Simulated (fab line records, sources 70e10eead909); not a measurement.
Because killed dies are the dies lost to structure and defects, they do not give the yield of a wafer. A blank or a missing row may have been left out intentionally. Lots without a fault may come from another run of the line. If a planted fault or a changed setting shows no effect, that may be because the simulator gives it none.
Which of the tools did it?	flow nand-harc	Sampling: 12 lots, 36 wafers, 5 of 1159 route steps

== WHAT THE GAUGES SHOWED, per wafer ==
NHARC_P_CONTACT_CD_MEAS_19.
lot	measured	on	cd-nm (nm)
L074	day 6 00:21	cd-sem-03	90.5 89.6 90.6
L077	day 6 06:42	cd-sem-01	90.0 91.8 90.3
L079	day 7 04:34	cd-sem-02	90.3 91.4 90.7
L081	day 7 09:56	cd-sem-02	88.8 89.4 89.2
L083	day 7 21:04	cd-sem-01	90.0 91.2 90.9
L085	day 9 00:06	cd-sem-03	92.8 91.5 92.4
L087	day 8 22:31	cd-sem-02	89.6 89.8 90.7
L089	day 9 13:25	cd-sem-03	91.4 90.5 91.0
L091	day 9 21:03	cd-sem-01	89.8 89.0 88.8
L092	day 10 08:21	cd-sem-03	88.8 90.1 89.8
L095	day 10 21:04	cd-sem-02	91.3 90.5 90.5
L096	day 11 02:54	cd-sem-02	90.9 89.8 89.8

== WHICH TOOL RAN EACH LOT (tool, then ch and the chambers of the sampled wafers, then the start) ==
lot	NHARC_P_GATE_HM_OPEN_105	NHARC_P_GATE_STRIP_113	NHARC_P_GATE_RTA_64	NHARC_P_CONTACT_CMP_01
L074	rie-diel-04 ch 0,2,3, day 5 19:16 or earlier	plasma-asher-01 ch 0,1, day 5 19:16	rtp-anneal-01 ch 0, day 5 20:27	cmp-03 ch 2,3, day 5 22:28
L077	rie-diel-04 ch 0,1,3, day 6 01:28 or earlier	plasma-asher-02 ch 0,1, day 6 01:28	rtp-anneal-02 ch 0, day 6 02:46	cmp-02 ch 1,2,3, day 6 04:49
L079	rie-diel-02 ch 0,2,3, day 6 23:12 or earlier	plasma-asher-02 ch 0,1, day 6 23:12	rtp-anneal-02 ch 0, day 7 00:31	cmp-03 ch 1,2,3, day 7 02:49
L081	rie-diel-05 ch 1,3, day 7 04:41 or earlier	plasma-asher-02 ch 0,1, day 7 04:41	rtp-anneal-01 ch 0, day 7 05:59	cmp-03 ch 2,3, day 7 08:01
L083	rie-diel-04 ch 0,1,2, day 7 15:51 or earlier	plasma-asher-02 ch 0,1, day 7 15:51	rtp-anneal-02 ch 0, day 7 17:03	cmp-01 ch 1,2,3, day 7 19:10
L085	rie-diel-04 ch 1,2,3, day 8 18:47 or earlier	plasma-asher-01 ch 0, day 8 18:47	rtp-anneal-02 ch 0, day 8 20:05	cmp-02 ch 0,2,3, day 8 22:10
L087	rie-diel-04 ch 0,2,3, day 8 17:26 or earlier	plasma-asher-01 ch 0,1, day 8 17:26	rtp-anneal-02 ch 0, day 8 18:44	cmp-01 ch 1,3, day 8 20:46
L089	rie-diel-04 ch 0,2,3, day 9 08:01 or earlier	plasma-asher-01 ch 0,1, day 9 08:01	rtp-anneal-01 ch 0, day 9 09:18	cmp-01 ch 0,2,3, day 9 11:22
L091	rie-diel-02 ch 1,2, day 9 15:48 or earlier	plasma-asher-01 ch 0,1, day 9 15:48	rtp-anneal-01 ch 0, day 9 17:06	cmp-03 ch 2,3, day 9 19:09
L092	rie-diel-02 ch 0,1,2, day 10 02:49 or earlier	plasma-asher-02 ch 0,1, day 10 02:49	rtp-anneal-01 ch 0, day 10 04:05	cmp-02 ch 1,2,3, day 10 06:10
L095	rie-diel-04 ch 1,2, day 10 15:59 or earlier	plasma-asher-01 ch 0,1, day 10 15:59	rtp-anneal-01 ch 0, day 10 17:16	cmp-01 ch 1,2,3, day 10 19:18
L096	rie-diel-04 ch 1,2, day 10 21:41 or earlier	plasma-asher-01 ch 0,1, day 10 21:41	rtp-anneal-01 ch 0, day 10 23:00	cmp-02 ch 0,1, day 11 01:10
- NHARC_P_GATE_HM_OPEN_105: chemistry O2/COS, target depth 360 nm.
- NHARC_P_GATE_STRIP_113: strips in N2/H2, time 740 s.
- NHARC_P_GATE_RTA_64: time 1 s.
- NHARC_P_CONTACT_CMP_01: polishes SiO2, target thk 200 nm.

== THE ANSWER, worked out from the rows above alone ==
Rule: what is usual is taken from the lots themselves. The widest of any qualifying gaps counts: lots, ordered by their means at a reading, are off when they make up no more than a third of the lots, leave a main group of 4 or more, and stand apart from it by 3 or more times the standard deviation of that group's means. A main group whose means are all the same, to the digits that the tables above print for the reading, isn't used. Also off: a lot with no number at a reading for which 4 or more lots have one. The other lots that the step has rows for count as sound.
None of the lots is off at any reading shown; this tells nothing.

== WHAT HAD BEEN PUT IN BY THE SIMULATOR ==
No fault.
